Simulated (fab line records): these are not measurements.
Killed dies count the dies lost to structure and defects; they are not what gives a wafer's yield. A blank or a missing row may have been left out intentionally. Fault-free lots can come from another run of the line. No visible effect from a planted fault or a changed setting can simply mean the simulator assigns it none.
Lot-split experiment -- flow n5Finfet -- 39 wafers read from 7 lots, route of 1938 steps

ON THE SPLIT
At N5_GATE_CUT_EXPOSE_10 (exposes mask GATE CUT, target cd 20 nm), the setting doseMj was moved away from the recipe's 43.25 on 12 of the 39 wafers read, by +2.6% to +6.9%. All remaining wafers had this setting at the recipe value.

FROM THE SPLIT TO THE READING: what the file shows between them, 2 steps
- N5_GATE_CUT_PEB_11: peb time 60 s
- N5_GATE_CUT_DEVELOP_12: develop time 30 s

THE READING
Shown in nm: cdNm at N5_GATE_CUT_CD_MEAS_13, with target cd 20 nm. Typical for fault-free wafers on this fab line: 20.04 nm, with standard deviation 0.3 nm.

wafer,"tool, chamber at the split",doseMj as run,against the recipe,"cdNm, nm",against lot-mates on the recipe
L074.1,"euvScanner-01, 0",43.25,recipe,20.23,-
L074.2,"euvScanner-01, 0",43.25,recipe,20.02,-
L074.3,"euvScanner-01, 0",43.25,recipe,20.06,-
L074.4,"euvScanner-01, 0",43.25,recipe,20.62,-
L074.5,"euvScanner-01, 0",43.25,recipe,20.08,-
L074.6,"euvScanner-01, 0",43.25,recipe,20.71,-
L078.1,"euvScanner-02, 0",46.12,+6.6%,21.91,+1.72
L078.2,"euvScanner-02, 0",43.25,recipe,20.19,-
L078.3,"euvScanner-02, 0",46.12,+6.6%,22.39,+2.20
L078.4,"euvScanner-02, 0",43.25,recipe,20.36,-
L078.5,"euvScanner-02, 0",46.12,+6.6%,22.06,+1.87
L078.6,"euvScanner-02, 0",43.25,recipe,20.02,-
L085.2,"euvScanner-01, 0",43.25,recipe,19.50,-
L085.4,"euvScanner-01, 0",43.25,recipe,20.55,-
L085.5,"euvScanner-01, 0",43.25,recipe,20.05,-
L086.1,"euvScanner-02, 0",44.39,+2.6%,20.60,+0.54
L086.2,"euvScanner-02, 0",44.39,+2.6%,20.73,+0.67
L086.3,"euvScanner-02, 0",43.25,recipe,20.24,-
L086.4,"euvScanner-02, 0",43.25,recipe,19.79,-
L086.5,"euvScanner-02, 0",44.39,+2.6%,20.85,+0.79
L086.6,"euvScanner-02, 0",43.25,recipe,20.14,-
L090.1,"euvScanner-01, 0",46.24,+6.9%,21.32,+1.22
L090.2,"euvScanner-01, 0",43.25,recipe,20.10,-
L090.3,"euvScanner-01, 0",46.24,+6.9%,21.10,+1.00
L090.4,"euvScanner-01, 0",43.25,recipe,19.97,-
L090.5,"euvScanner-01, 0",43.25,recipe,20.23,-
L090.6,"euvScanner-01, 0",46.24,+6.9%,21.14,+1.04
L095.1,"euvScanner-02, 0",43.25,recipe,20.04,-
L095.2,"euvScanner-02, 0",44.72,+3.4%,20.56,+0.51
L095.3,"euvScanner-02, 0",44.72,+3.4%,21.00,+0.95
L095.4,"euvScanner-02, 0",43.25,recipe,20.29,-
L095.5,"euvScanner-02, 0",43.25,recipe,19.83,-
L095.6,"euvScanner-02, 0",44.72,+3.4%,20.73,+0.68
L097.1,"euvScanner-02, 0",43.25,recipe,19.88,-
L097.2,"euvScanner-02, 0",43.25,recipe,20.17,-
L097.3,"euvScanner-02, 0",43.25,recipe,19.65,-
L097.4,"euvScanner-02, 0",43.25,recipe,20.14,-
L097.5,"euvScanner-02, 0",43.25,recipe,20.23,-
L097.6,"euvScanner-02, 0",43.25,recipe,20.28,-

THE FIT
A straight line over all 39 wafers: cdNm changes by +0.221 nm for each +1% of doseMj; r = +0.87; the points scatter about the line by 0.32 nm.
The same after taking each lot's own level away (the mean of its wafers on the recipe; 39 wafers): +0.221 nm for each +1%; r = +0.89; scatter 0.29 nm.
The reading moves by 1.5 nm for the largest change in doseMj, on that fit.
The span of the lots' own levels, 20.033 to 20.287 nm, comes to 0.8 times the standard deviation stated above.
So the lot-to-lot level changes the slope little: the two slopes agree.
Check: +1.59 nm against its lot-mates is what the line predicts for one of the wafers moved furthest among these (+6.9%) when that wafer is left out of the fit. It came out at +1.22 nm against them.

OTHER SPLITS ON THESE WAFERS
These wafers also went through other splits before the reading. Each is held against what the fit with the lots' levels taken away leaves over:
other split on the same wafers,wafers away from the commonest value,r with cdNm (lot level and that fit taken away)
N5_ZERO_LAYER_PECVD_02 targetThkA,12,-0.12
N5_WELL_APT_IMPLANT_15 energyKev,9,-0.30
N5_FIN_SAQP_HM_DEP_72 timeS,18,+0.25
N5_DUMMY_GATE_EXPOSE_12 doseMj,15,+0.06
N5_HKMG_FIN_ETCH_58 sourceW,12,-0.01

THE WHOLE CHAIN: every reading that the file lists as answering this split, in the file's order
step,what it does,reading,change (the file's fit),r (the file's)
N5_GATE_CUT_CD_MEAS_13,target cd 20 nm,cdNm,+0.222 nm for each +1% of the setting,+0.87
N5_GATE_CUT_DESCUM_18,"chemistry O2, time 7 s","GATE_CUT.cdNm (the simulator's own value, which no gauge read)",+0.194 nm for each +1% of the setting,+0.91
N5_GATE_CUT_ETCH_36,"etches SiARC in CF4, target depth 13 nm, time 21.7 s","GATE_CUT.cdNm (the simulator's own value, which no gauge read)",+0.196 nm for each +1% of the setting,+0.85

THE FILE'S OWN FIT
cdNm changes by +0.222 nm for each +1% of doseMj, r = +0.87.
